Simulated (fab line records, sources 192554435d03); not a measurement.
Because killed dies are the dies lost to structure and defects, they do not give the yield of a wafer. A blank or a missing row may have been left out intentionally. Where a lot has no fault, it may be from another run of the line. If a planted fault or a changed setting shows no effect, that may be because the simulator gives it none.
A struck lot beside a sound one :: flow n5 finfet :: 16 out of 1938 route steps
Sound: the wafers L130.3, L130.5, L130.6. Struck: wafer L121.5. (L121.4 of the same lot was not struck and is left out.) The cause comes at the end.
For every step that has rows: the tool of each side, followed by ch and its chambers, followed by its first start. Under that, the readings that differ: sound wafers :: struck wafers :: difference of the means :: sigmas: that difference in standard deviations of wafers without a fault.
alike: readings with means less than 2 such deviations apart, plus words and numbers identical on both sides. not compared: withheld readings, readings lacking a value on some wafer, bounds such as >300 that could conceal the same value, and numbers that have no deviation in the record and whose values overlap.
Wherever a step has rows on one side only, a row that says differs or no value, or a row with sigmas, the two part there. Numbers that have no deviation but don't overlap get no sigmas and don't part them. A reading that every wafer of one side lacks parts them only if that side has two wafers or more.

first, 8 steps without rows for these wafers: N5_BEOL_M4_COAT_68 (time 60 s, resist thk 12 nm); N5_BEOL_M4_COAT_76 (time 60 s, resist thk 5 nm); N5_BEOL_M4_COAT_22 (resist thk 30 nm); N5_BEOL_M4_EBR_24; N5_BEOL_M4_SOFTBAKE_23 (time 60 s); N5_BEOL_M4_EXPOSE_25 (exposes mask V3, defocus 5 nm); N5_BEOL_M4_PEB_26 (peb time 60 s); N5_BEOL_M4_DEVELOP_27 (develop time 30 s).
N5_BEOL_M4_CD_MEAS_28: target cd 26.2 nm, target cd y 24.1 nm.
  sound on cd sem-03 ch 0, day 12 06:17; struck on cd sem-02 ch 0, day 9 11:14
  alike: cd nm
N5_BEOL_M4_OVL_MEAS_29:
  sound on overlay-02 ch 0, day 12 06:20; struck on overlay-02 ch 0, day 9 11:17
  alike: V3_OVL
N5_BEOL_M4_INSPECT_30: inspects for defects (brightfield).
  struck on defect inspect-02, day 9 11:19; sound on defect inspect-02, day 12 06:23
  alike: raw defect count
N5_BEOL_M4_DESCUM_33: chemistry O2, time 7 s.
  sound on rie diel-04 ch 1,2,3, day 12 06:25; struck on rie diel-01 ch 1, day 9 11:34
  alike: drypump motor current A, oes product au, rf vpp V, showerhead plenum p Torr, throttle valve pct
  not compared: rf hours counter h
N5_BEOL_M4_ETCH_77: etches underlayer in N2/H2, target depth 6.5 nm, time 5.2 s.
  sound on rie diel-04 ch 1,2,3, day 12 06:26; struck on rie diel-01 ch 1, day 9 11:37
reading: etch rf on time s (s)
sound: 5.19 4.89 4.89
struck: 6.28
difference: +1.29
sigmas: +8

reading: showerhead plenum p Torr (Torr)
sound: 2.42 2.57 2.42
struck: 2.69
difference: +0.22
sigmas: +2
  alike: drypump motor current A, oes product au, rf vpp V, throttle valve pct
  not compared: rf hours counter h
N5_BEOL_M4_ETCH_69: etches SiARC in CF4, target depth 15.6 nm, time 26 s.
  sound on rie diel-04 ch 1,2,3, day 12 06:28; struck on rie diel-01 ch 1, day 9 11:38
reading: etch rf on time s (s)
sound: 25.6 24.8 24.1
struck: 26.6
difference: +1.8
sigmas: +2
  alike: drypump motor current A, oes product au, rf vpp V, showerhead plenum p Torr, throttle valve pct
  not compared: rf hours counter h
N5_BEOL_M4_RC_MEAS_101:
  sound on prober-01 ch 0, day 13 00:32; struck on prober-01 ch 0, day 10 06:32
  alike: DIBL_N, DIBL_P, IOFF_N, IOFF_P, ION_N, ION_P, SS_N, SS_P, VT_N, VT_P
-- a jump in the record: the struck wafers' starts before and after are 5 days apart (it breaks off in module BEOL_M4 and resumes in module PASSIVATION, where the first step shown is number 1936 of the route) --
N5_PASSIVATION_PROBE_49:
  struck on prober-02, day 14 20:07; sound on prober-01, day 17 17:18
reading: killed short
sound: 35 35 29
struck: 52
difference: +19
sigmas: +3
  alike: defect limited yield, killed_at_M0_to_M3, killed_at_M4_up, killed at contacts, killed at front end, killed at other, killed dies, killed open, sort_bin_4_leakage, sort_bin_5_function, sort_bin_6_memory, sort n pass, sort yield pct

## WHERE THEY PART
At N5_BEOL_M4_ETCH_77 first; at N5_PASSIVATION_PROBE_49 last (within this record only).

WHY: the cause the simulator had injected
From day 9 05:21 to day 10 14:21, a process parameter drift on rie diel-01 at N5_BEOL_M4_ETCH_77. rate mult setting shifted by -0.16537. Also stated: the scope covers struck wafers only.
